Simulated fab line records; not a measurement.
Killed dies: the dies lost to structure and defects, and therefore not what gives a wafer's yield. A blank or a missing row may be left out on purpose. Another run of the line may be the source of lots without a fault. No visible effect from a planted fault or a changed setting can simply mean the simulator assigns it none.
Lot-split experiment | flow n5Finfet | route with 1938 steps; 7 lots, 21 wafers read

== THE SPLIT ITSELF ==
At N5_MOL_CONTACT_COAG_COAT_103 (time 60 s, resist thk 80 nm), the setting spinRpm was moved away from the recipe's 1500 rpm on 3 of the 21 wafers read, by -9.7% to +11.0%. The other wafers ran this setting at the recipe's value.

== FROM THE SPLIT TO THE READING: what the file shows between them, 7 steps ==
- N5_MOL_CONTACT_COAG_COAT_104: time 60 s, resist thk 12 nm
- N5_MOL_CONTACT_COAG_COAT_58: time 60 s, resist thk 10 nm
- N5_MOL_CONTACT_COAG_ETCH_59: etches underlayer in N2/H2, target depth 13 nm, time 10.4 s
- N5_MOL_CONTACT_COAG_ETCH_105: etches SiARC in CF4, target depth 15.6 nm, time 26 s
- N5_MOL_CONTACT_COAG_ETCH_106: etches SOC in N2/H2, target depth 80 nm, overetch 16 nm, time 120 s
- N5_MOL_CONTACT_COAG_STRIP_107: strips in N2/H2
- N5_MOL_CONTACT_COAG_STRIP_108: strips in N2/H2

== THE READING ==
SOC_of_MOL_CONTACT_COAG_COAT_103.thkNm (the simulator's own value, which no gauge read), in nm, at N5_MOL_CONTACT_COAG_CONTACT_ETCH_14 (etches SiO2 in C4F6/O2, target depth 27.5 nm, overetch 8.5 nm, time 20 s). The file does not state a usual value for it. Here, 18 wafers ran the recipe; their average is 78.5 nm with a standard deviation of 0.2 nm.

wafer  | tool, chamber at the split | spinRpm as run, rpm | against the recipe | SOC_of_MOL_CONTACT_COAG_COAT_103.thkNm, nm | against lot-mates on the recipe
L080.2 | lithoTrack-02, 0           | 1500                | recipe             | 78.4                                       | -
L080.5 | lithoTrack-02, 0           | 1500                | recipe             | 78.4                                       | -
L080.3 | lithoTrack-02, 0           | 1500                | recipe             | 78.2                                       | -
L082.1 | lithoTrack-04, 0           | 1500                | recipe             | 78.4                                       | -
L082.4 | lithoTrack-04, 0           | 1500                | recipe             | 78.6                                       | -
L082.6 | lithoTrack-04, 0           | 1500                | recipe             | 78.2                                       | -
L083.1 | lithoTrack-01, 0           | 1354                | -9.7%              | 83                                         | +4.3
L083.3 | lithoTrack-01, 0           | 1500                | recipe             | 78.6                                       | -
L083.5 | lithoTrack-01, 0           | 1500                | recipe             | 78.8                                       | -
L090.4 | lithoTrack-02, 0           | 1500                | recipe             | 78.6                                       | -
L090.5 | lithoTrack-02, 0           | 1500                | recipe             | 78.4                                       | -
L090.6 | lithoTrack-02, 0           | 1665                | +11.0%             | 74.4                                       | -4.1
L091.2 | lithoTrack-01, 0           | 1500                | recipe             | 78.8                                       | -
L091.3 | lithoTrack-01, 0           | 1500                | recipe             | 78.4                                       | -
L091.6 | lithoTrack-01, 0           | 1500                | recipe             | 79                                         | -
L092.1 | lithoTrack-04, 0           | 1500                | recipe             | 78.4                                       | -
L092.3 | lithoTrack-04, 0           | 1500                | recipe             | 78.6                                       | -
L092.6 | lithoTrack-04, 0           | 1398                | -6.8%              | 81.2                                       | +2.7
L096.1 | lithoTrack-01, 0           | 1500                | recipe             | 78.4                                       | -
L096.6 | lithoTrack-01, 0           | 1500                | recipe             | 78.4                                       | -
L096.5 | lithoTrack-01, 0           | 1500                | recipe             | 78.6                                       | -

THE FIT
A straight line over all 21 wafers: SOC_of_MOL_CONTACT_COAG_COAT_103.thkNm changes by -0.408 nm for each +1% of spinRpm; r = -0.99; the points scatter about the line by 0.24 nm.
The same after taking each lot's own level away (the mean of its wafers on the recipe; 21 wafers): -0.401 nm for each +1%; r = -0.99; scatter 0.18 nm.
According to that fit, moving spinRpm by its largest amount changes the reading by 4.4 nm.
The lots' own levels span 78.33 to 78.73 nm, that is 2.0 times the standard deviation above.
So the lot-to-lot level changes the slope little: the two slopes agree.
Check: with one of the wafers moved furthest among these (+11.0%) left out of the fit, the line predicts -4.71 nm for it against its lot-mates. Against them it came out at -4.1 nm.

== THE WHOLE CHAIN: every reading that the file lists as answering this split, in the file's order ==
step                                | what it does                                                             | reading                                                                                 | change (the file's fit)               | r (the file's)
N5_MOL_CONTACT_COAG_COAT_103        | time 60 s, resist thk 80 nm                                              | SOC_of_MOL_CONTACT_COAG_COAT_103.thkNm (the simulator's own value, which no gauge read) | -0.406 nm for each +1% of the setting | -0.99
N5_MOL_CONTACT_COAG_ETCH_106        | etches SOC in N2/H2, target depth 80 nm, overetch 16 nm, time 120 s      | etch.depthNm (the simulator's own value, which no gauge read)                           | -0.402 nm for each +1% of the setting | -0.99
N5_MOL_CONTACT_COAG_CONTACT_ETCH_14 | etches SiO2 in C4F6/O2, target depth 27.5 nm, overetch 8.5 nm, time 20 s | SOC_of_MOL_CONTACT_COAG_COAT_103.thkNm (the simulator's own value, which no gauge read) | -0.402 nm for each +1% of the setting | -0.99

== THE FILE'S OWN FIT ==
SOC_of_MOL_CONTACT_COAG_COAT_103.thkNm changes by -0.402 nm for each +1% of spinRpm, r = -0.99.
